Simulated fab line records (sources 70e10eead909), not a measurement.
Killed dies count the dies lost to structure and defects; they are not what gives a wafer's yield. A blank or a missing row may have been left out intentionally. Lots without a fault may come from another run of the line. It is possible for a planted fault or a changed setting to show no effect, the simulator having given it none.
fab line records ; flow nand-harc
record: lots: 15; wafers: 45; last-day: 25
route steps=1159 shown A_BONDPAD@1073 THIN_TSV@1119
lots that met no fault: from a run of the same line without faults
start-h: start of the lot's first displayed wafer, in hours after the record's first day ; wait-h: time in hours since the lot's previous step ; " as in the row above ; L1.1+2: several wafers, shown together as one row ; - no value present, or no start provided ; * or withheld: withheld ; < > ~ a bound
route shown NAME@n: names a module that has steps shown in the file, with the first one's number in the route ; usual: average and standard deviation across the fault-free wafers ; same: alike in all rows ; chamber/n: place in a boat ; sites: the reading at each site ; _std_site: the standard deviation of these ; _edge_site: outer sites' mean less inner sites' ; radius-mm: how far each site lies from the wafer's centre ; mask NAME#n: copy n ; behind: the tool/chamber that last shaped the wafer ; hold: what put the lot on hold/how long, in hours/how the hold closed ; device: the transistor (n, p or np) that didn't switch ; end of line: the route-end tests of the same wafers ; where a step has no rows: the recipe by itself ; killed: dies that structure and defects cost at the first sort, which is not the same as the wafer's yield ; map: the dies of a wafer, with x for killed, . for not killed, _ for no die there
set.NAME: the run value of the setting; set.NAME@STEP: its run value at that earlier step ; model.NAME: the simulator's own value behind a step, which no gauge read
steps of the route over a sample of lots; a table a step, a row a wafer
services: from which hour (start-h, from the record's first day; less than 0 if before it) a tool's chamber was out of use, for how many hours, and why
== steps ==
step: NHARC_A_BONDPAD_OVL_MEAS_35
usual: overlay-x-nm: -1/7.8; overlay-y-nm: 2/7.2
lot.wafer;tool;chamber;start-h;wait-h;overlay-x-nm;overlay-y-nm
L429.3;overlay-01;-;426.90;-;7;-2
L429.4;overlay-01;-;426.90;-;8;-2
L429.5;overlay-01;-;426.90;-;7;-1
L430.1;overlay-01;-;433.55;-;-10;4
L430.3;overlay-01;-;433.55;-;-10;4
L430.6;overlay-01;-;433.55;-;-9;5
L431.1;overlay-01;-;433.83;-;-1;-9
L431.2;overlay-01;-;433.83;-;-2;-9
L431.5;overlay-01;-;433.83;-;-2;-9
L436.2;overlay-02;-;467.34;-;8;-3
L436.3;overlay-02;-;467.34;-;8;-4
L436.4;overlay-02;-;467.34;-;8;-3
L437.2;overlay-02;-;479.29;-;-13;2
L437.3;overlay-02;-;479.29;-;-13;2
L437.6;overlay-02;-;479.29;-;-13;2
L438.2;overlay-01;-;479.90;-;-8;10
L438.4;overlay-01;-;479.90;-;-8;10
L438.5;overlay-01;-;479.90;-;-8;11
L443.1;overlay-02;-;532.31;-;0;1
L443.3;overlay-02;-;532.31;-;1;0
L443.6;overlay-02;-;532.31;-;1;1
L446.2;overlay-02;-;532.62;-;-2;6
L446.3;overlay-02;-;532.62;-;-2;5
L446.4;overlay-02;-;532.62;-;-3;6
L442.2;overlay-02;-;536.76;-;2;1
L442.3;overlay-02;-;536.76;-;2;1
L442.5;overlay-02;-;536.76;-;2;1
L444.2;overlay-02;-;546.87;-;-4;-3
L444.3;overlay-02;-;546.87;-;-4;-3
L444.4;overlay-02;-;546.87;-;-3;-3
L447.2;overlay-01;-;548.80;-;12;9
L447.4;overlay-01;-;548.80;-;12;9
L447.5;overlay-01;-;548.80;-;12;9
L450.1;overlay-01;-;554.62;-;4;7
L450.4;overlay-01;-;554.62;-;3;7
L450.5;overlay-01;-;554.62;-;3;7
L449.1;overlay-01;-;554.94;-;-2;5
L449.2;overlay-01;-;554.94;-;-2;5
L449.3;overlay-01;-;554.94;-;-2;5
L448.3;overlay-02;-;561.08;-;10;17
L448.4;overlay-02;-;561.08;-;8;17
L448.6;overlay-02;-;561.08;-;9;17
L451.1;overlay-02;-;570.62;-;-14;6
L451.2;overlay-02;-;570.62;-;-13;5
L451.4;overlay-02;-;570.62;-;-14;5
step: NHARC_A_BONDPAD_PRE_CLEAN_26
recipe: time-s: 30; temp-c: 280; gas: H2/He
usual: heater-power-w: 413/39
same: time-s: 30
lot.wafer;tool;chamber;start-h;wait-h;heater-power-w
L429.4;pvd-sputter-02;-;-;-;404
L429.3;pvd-sputter-02;-;-;-;384
L429.5;pvd-sputter-02;-;-;-;422
L430.3;pvd-sputter-01;-;-;-;308
L430.1;pvd-sputter-01;-;-;-;400
L430.6;pvd-sputter-01;-;-;-;412
L431.2;pvd-sputter-02;-;-;-;393
L431.1;pvd-sputter-02;-;-;-;379
L431.5;pvd-sputter-02;-;-;-;425
L436.4;pvd-sputter-03;-;-;-;428
L436.3;pvd-sputter-03;-;-;-;457
L436.2;pvd-sputter-03;-;-;-;478
L437.3;pvd-sputter-03;-;-;-;431
L437.2;pvd-sputter-03;-;-;-;452
L437.6;pvd-sputter-03;-;-;-;438
L438.4;pvd-sputter-03;-;-;-;468
L438.2;pvd-sputter-03;-;-;-;429
L438.5;pvd-sputter-03;-;-;-;447
L443.1;pvd-sputter-03;-;-;-;415
L443.3;pvd-sputter-03;-;-;-;471
L443.6;pvd-sputter-03;-;-;-;423
L446.4;pvd-sputter-02;-;-;-;428
L446.3;pvd-sputter-02;-;-;-;387
L446.2;pvd-sputter-02;-;-;-;381
L442.2;pvd-sputter-03;-;-;-;420
L442.3;pvd-sputter-03;-;-;-;432
L442.5;pvd-sputter-03;-;-;-;429
L444.3;pvd-sputter-03;-;-;-;424
L444.2;pvd-sputter-03;-;-;-;431
L444.4;pvd-sputter-03;-;-;-;445
L447.2;pvd-sputter-03;-;-;-;431
L447.4;pvd-sputter-03;-;-;-;481
L447.5;pvd-sputter-03;-;-;-;435
L450.4;pvd-sputter-02;-;-;-;397
L450.1;pvd-sputter-02;-;-;-;387
L450.5;pvd-sputter-02;-;-;-;383
L449.2;pvd-sputter-03;-;-;-;420
L449.3;pvd-sputter-03;-;-;-;436
L449.1;pvd-sputter-03;-;-;-;443
L448.3;pvd-sputter-01;-;-;-;405
L448.4;pvd-sputter-01;-;-;-;395
L448.6;pvd-sputter-01;-;-;-;332
L451.1;pvd-sputter-03;-;-;-;482
L451.4;pvd-sputter-03;-;-;-;430
L451.2;pvd-sputter-03;-;-;-;444
step: NHARC_THIN_TSV_ETCH_44
recipe: target-depth-a: 15942; time-s: 797.1; cf4-flow-sccm: 150; o2-flow-sccm: 10; ar-flow-sccm: 0; rf-w: 300; bias-w: 800; chemistry: CF4/O2
usual: bias-w: 800.3/2.4; cf4-flow-sccm: 150.0/0.46; drypump-motor-current-A: 5.7/0.41; oes-product-au: 0.999/0.011; rf-vpp-V: 792/3.4; showerhead-plenum-p-Torr: 1.80/0.051; throttle-valve-pct: 16.914/0.0093; time-s: 797.1/0
lot.wafer;tool;chamber;start-h;wait-h;bias-w;cf4-flow-sccm;drypump-motor-current-A;oes-product-au;rf-hours-counter-h;rf-vpp-V;showerhead-plenum-p-Torr;throttle-valve-pct;time-s
L429.4;rie-diel-01;2;444.90;0.1;802.5;150.5;5.1;1.012;8;795;1.86;16.916;797.1
L429.3;rie-diel-01;1;444.90;0.1;802.7;150.1;5.6;1.014;8;795;1.85;16.911;797.1
L429.5;rie-diel-01;3;444.90;0.1;805.1;149.9;5.6;1.021;-;787;1.74;16.914;797.1
L430.3;rie-diel-10;1;450.84;0.1;800.0;149.8;5.3;0.975;5;791;1.79;16.930;797.1
L430.1;rie-diel-10;2;450.84;0.1;802.2;149.5;6.1;0.999;4;797;1.85;16.917;797.1
L430.6;rie-diel-10;1;450.84;0.1;801.0;149.4;5.4;0.980;-;791;1.79;16.919;797.1
L431.1;rie-diel-01;2;451.82;0.1;796.6;149.3;5.1;1.001;9;796;1.86;16.911;797.1
L431.2;rie-diel-01;0;451.82;0.1;800.7;150.1;6.3;1.018;8;795;1.84;16.921;797.1
L431.5;rie-diel-01;3;451.82;0.1;797.1;149.9;5.5;1.005;-;787;1.74;16.910;797.1
L436.4;rie-diel-01;3;481.76;0.1;-;-;-;-;-;-;-;-;-
L436.3;rie-diel-01;0;481.76;0.1;-;-;-;-;-;-;-;-;-
L436.2;rie-diel-01;2;481.76;0.1;-;-;-;-;-;-;-;-;-
L437.2;rie-diel-10;3;496.75;0.1;-;-;-;-;-;-;-;-;-
L437.3;rie-diel-10;1;496.75;0.1;-;-;-;-;-;-;-;-;-
L437.6;rie-diel-10;3;496.75;0.1;-;-;-;-;-;-;-;-;-
L438.4;rie-diel-02;1;498.05;0.2;-;-;-;-;-;-;-;-;-
L438.2;rie-diel-02;2;498.05;0.2;-;-;-;-;-;-;-;-;-
L438.5;rie-diel-02;3;498.05;0.2;-;-;-;-;-;-;-;-;-
L443.3;rie-diel-02;2;548.90;0.1;797.4;150.2;5.4;1.000;2;794;1.80;16.908;797.1
L443.1;rie-diel-02;0;548.90;0.1;803.1;150.3;5.5;1.009;2;797;1.85;16.931;797.1
L443.6;rie-diel-02;2;548.90;0.1;800.3;149.8;5.4;0.999;-;792;1.80;16.908;797.1
L446.4;rie-diel-10;3;549.93;0.1;805.6;150.3;5.1;1.014;1;793;1.82;16.925;797.1
L446.2;rie-diel-10;0;549.93;0.1;800.2;150.1;6.0;0.988;0;791;1.79;16.918;797.1
L446.3;rie-diel-10;2;549.93;0.1;798.2;149.8;6.1;0.988;1;796;1.85;16.913;797.1
L442.2;rie-diel-02;1;554.39;0.1;798.0;150.3;6.0;0.999;4;786;1.72;16.911;797.1
L442.3;rie-diel-02;3;554.39;0.1;800.1;150.6;6.2;1.010;4;786;1.70;16.918;797.1
L442.5;rie-diel-02;1;554.39;0.1;798.9;150.0;6.1;0.992;-;787;1.72;16.906;797.1
L444.3;rie-diel-01;2;563.34;0.1;803.1;150.1;5.1;1.006;3;795;1.86;16.942;797.1
L444.4;rie-diel-01;3;563.34;0.1;804.3;149.6;5.5;0.992;3;789;1.73;16.923;797.1
L444.2;rie-diel-01;0;563.34;0.1;798.5;149.5;6.4;1.008;3;795;1.84;16.906;797.1
L447.4;rie-diel-02;0;564.15;0.1;802.2;150.5;5.5;0.999;5;795;1.85;16.908;797.1
L447.2;rie-diel-02;2;564.15;0.1;802.4;149.5;5.4;0.982;5;793;1.80;16.925;797.1
L447.5;rie-diel-02;0;564.15;0.1;797.5;150.4;5.5;0.990;-;797;1.85;16.902;797.1
L450.1;rie-diel-10;1;570.39;0.2;801.7;149.8;5.3;0.978;3;790;1.79;16.899;797.1
L450.5;rie-diel-10;2;570.39;0.2;799.4;150.5;6.1;1.003;-;794;1.85;16.925;797.1
L450.4;rie-diel-10;1;570.39;0.2;804.4;149.9;5.3;0.976;-;793;1.79;16.916;797.1
L449.2;rie-diel-10;3;573.85;0.1;797.8;149.9;5.1;1.004;3;794;1.82;16.903;797.1
L449.1;rie-diel-10;1;573.85;0.1;797.2;149.8;5.3;0.974;3;791;1.79;16.898;797.1
L449.3;rie-diel-10;2;573.85;0.1;800.9;150.0;6.1;1.009;4;796;1.85;16.902;797.1
L448.3;rie-diel-10;2;576.52;0.2;802.9;150.2;6.1;1.008;4;794;1.85;16.916;797.1
L448.4;rie-diel-10;1;576.52;0.2;797.7;149.3;5.3;0.991;-;791;1.79;16.911;797.1
L448.6;rie-diel-10;2;576.52;0.2;798.3;149.5;6.1;1.005;-;795;1.85;16.928;797.1
L451.4;rie-diel-01;1;585.46;0.1;797.0;150.0;5.6;0.988;5;796;1.85;16.921;797.1
L451.2;rie-diel-01;3;585.46;0.1;799.5;149.9;5.6;0.997;5;787;1.73;16.914;797.1
L451.1;rie-diel-01;0;585.46;0.1;800.7;150.2;6.3;1.013;5;795;1.84;16.928;797.1
step: NHARC_THIN_TSV_ANNEAL_52
recipe: temp-c: 225; time-s: 90
usual: wafer_temp_C_max: 226.13/0.25
same: time-s: 90
lot.wafer;tool;chamber;start-h;wait-h;wafer_temp_C_max
L429.3;rtp-anneal-02;0;449.03;0.5;226.03
L429.4;rtp-anneal-02;0;449.03;0.5;226.23
L429.5;rtp-anneal-02;0;449.03;0.5;226.39
L430.1;rtp-anneal-02;0;454.50;0.6;226.61
L430.3;rtp-anneal-02;0;454.50;0.6;226.49
L430.6;rtp-anneal-02;0;454.50;0.6;226.35
L431.1;rtp-anneal-02;0;455.57;0.7;225.83
L431.2;rtp-anneal-02;0;455.57;0.7;226.41
L431.5;rtp-anneal-02;0;455.57;0.7;225.87
L436.2;rtp-anneal-01;0;485.52;0.6;226.09
L436.3;rtp-anneal-01;0;485.52;0.6;226.12
L436.4;rtp-anneal-01;0;485.52;0.6;225.90
L437.2;rtp-anneal-01;0;500.60;0.7;226.45
L437.3;rtp-anneal-01;0;500.60;0.7;225.63
L437.6;rtp-anneal-01;0;500.60;0.7;226.18
L438.2;rtp-anneal-01;0;501.70;0.7;225.79
L438.4;rtp-anneal-01;0;501.70;0.7;226.04
L438.5;rtp-anneal-01;0;501.70;0.7;226.06
L443.1;rtp-anneal-01;0;552.62;0.6;226.04
L443.3;rtp-anneal-01;0;552.62;0.6;226.09
L443.6;rtp-anneal-01;0;552.62;0.6;226.49
L446.2;rtp-anneal-02;0;553.88;0.7;226.15
L446.3;rtp-anneal-02;0;553.88;0.7;226.22
L446.4;rtp-anneal-02;0;553.88;0.7;226.41
L442.2;rtp-anneal-01;0;558.36;0.7;226.38
L442.3;rtp-anneal-01;0;558.36;0.7;226.27
L442.5;rtp-anneal-01;0;558.36;0.7;226.23
L444.2;rtp-anneal-01;0;567.36;0.6;226.05
L444.3;rtp-anneal-01;0;567.36;0.6;226.47
L444.4;rtp-anneal-01;0;567.36;0.6;226.73
L447.2;rtp-anneal-01;0;568.34;0.7;226.05
L447.4;rtp-anneal-01;0;568.34;0.7;225.75
L447.5;rtp-anneal-01;0;568.34;0.7;226.14
L450.1;rtp-anneal-01;0;574.23;0.6;225.65
L450.4;rtp-anneal-01;0;574.23;0.6;226.26
L450.5;rtp-anneal-01;0;574.23;0.6;225.96
L449.1;rtp-anneal-01;0;577.70;0.5;226.20
L449.2;rtp-anneal-01;0;577.70;0.5;225.92
L449.3;rtp-anneal-01;0;577.70;0.5;225.94
L448.3;rtp-anneal-01;0;580.60;0.5;226.26
L448.4;rtp-anneal-01;0;580.60;0.5;226.14
L448.6;rtp-anneal-01;0;580.60;0.5;226.08
L451.1;rtp-anneal-01;0;589.21;0.6;226.30
L451.2;rtp-anneal-01;0;589.21;0.6;226.04
L451.4;rtp-anneal-01;0;589.21;0.6;226.39
== services ==
tool;chamber;start-h;hours;kind
rie-diel-10;0;411.52;-;clean
rie-diel-10;1;411.52;-;clean
rie-diel-10;2;411.52;-;clean
rie-diel-10;3;411.52;-;clean
rie-diel-01;3;417.50;6.4;repair
rie-diel-02;3;431.82;3.5;repair
rie-diel-01;3;435.57;9.0;repair
pvd-sputter-01;-;439.33;12.3;repair
rie-diel-10;0;456.52;8.1;repair
pvd-sputter-03;-;458.02;10.0;pm
rie-diel-10;-;473.57;0.6;repair
rie-diel-01;0;476.86;2.6;repair
pvd-sputter-02;-;480.80;6.0;repair
rie-diel-01;-;491.80;9.0;pm
rie-diel-02;-;505.34;9.0;pm
pvd-sputter-03;-;507.27;4.3;repair
rie-diel-01;-;515.22;0.3;repair
pvd-sputter-01;-;521.19;10.0;pm
rie-diel-10;-;530.50;9.0;pm
rie-diel-10;0;567.42;21.3;repair
pvd-sputter-02;-;570.00;10.0;pm
pvd-sputter-02;-;580.29;3.4;repair
pvd-sputter-03;-;581.49;0.7;repair
rie-diel-02;2;588.56;3.2;repair
== key ==
first-sign: step: NHARC_THIN_TSV_ETCH_44; reading: tool-record; direction: missing
effect none on later readings
met-at NHARC_THIN_TSV_ETCH_44
struck-lots L436,L437,L438
later-rows-left-out L436.2,L436.3,L436.4,L437.2,L437.3,L437.6,L438.2,L438.4,L438.5
sort-left-out L436.2,L436.3,L436.4,L437.2,L437.3,L437.6,L438.2,L438.4,L438.5
not-acting-at NHARC_A_BONDPAD_OVL_MEAS_35,NHARC_A_BONDPAD_PRE_CLEAN_26,NHARC_THIN_TSV_ANNEAL_52
onset-between 451.82 481.76
fault: kind: skipped-step-whole; tool: rie-diel-01,rie-diel-02,rie-diel-10; chamber: -; onset-h: 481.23; steps: NHARC_THIN_TSV_ETCH_44; scope: struck-lots-only
sort-left-out: the simulated sort isn't trusted on such a fault, so these wafers' sort isn't shown, and their yield isn't known
later-rows-left-out: the simulator's readings of these wafers behind a module that went badly wrong aren't trusted and aren't shown, but for the sort
